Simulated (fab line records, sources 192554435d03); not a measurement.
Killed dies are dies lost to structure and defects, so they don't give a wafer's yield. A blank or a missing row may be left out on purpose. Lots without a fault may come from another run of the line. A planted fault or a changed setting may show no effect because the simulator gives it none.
Chamber matching | flow n5_finfet | N5_PASSIVATION_DESCUM_46 on rie_diel-02: 4 sister chambers
The step chemistry O2, time 7.9 s. 7 wafers are shown with their chamber, then 7 later ones without.

WAFERS WITH THEIR CHAMBER
wafer  | chamber | showerhead_plenum_p_Torr (Torr) | throttle_valve_pct (%)
L379.2 | 0       | 1.98                            | 20.58
L379.6 | 0       | 1.98                            | 20.61
L382.2 | 3       | 2.21                            | 19.69
L386.5 | 1       | 2.22                            | 20.15
L386.6 | 2       | 2.22                            | 20.42
L391.1 | 1       | 2.21                            | 20.20
L391.2 | 2       | 2.21                            | 20.43

WAFERS WITHOUT THEIR CHAMBER
wafer  | showerhead_plenum_p_Torr (Torr) | throttle_valve_pct (%)
L391.5 | 2.21                            | 20.44
L394.2 | 2.21                            | 20.46
L394.4 | 2.20                            | 19.72
L394.5 | 2.20                            | 19.73
L397.1 | 2.20                            | 20.45
L397.5 | 2.20                            | 20.24
L397.6 | 2.23                            | 20.30

WHICH CHAMBER EACH WENT THROUGH
wafer  | from the rows above     | in truth
L391.5 | 2                       | 2
L394.2 | 2                       | 2
L394.4 | 3                       | 3
L394.5 | 3                       | 3
L397.1 | 2                       | 2
L397.5 | 1                       | 1
L397.6 | can't be placed: 2 or 1 | 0
Placed correctly: 6 of 7. Can't be placed from these rows: 1 (the true chamber is among the candidates in 0). Placed wrongly: 0.
How it was worked out, from the rows above alone: a wafer's distance from a chamber is the root of the sum, over the readings, of the square of ((its reading less the chamber's mean) divided by the reading's scatter). The wafer belongs to the nearest chamber; if the next one is less than 2 further off, it can't be placed. A chamber's mean is the mean of its shown wafers. The scatter: the root of (the sum of the squares of (reading less its chamber's mean) over the shown wafers, divided by (wafers less chambers)).
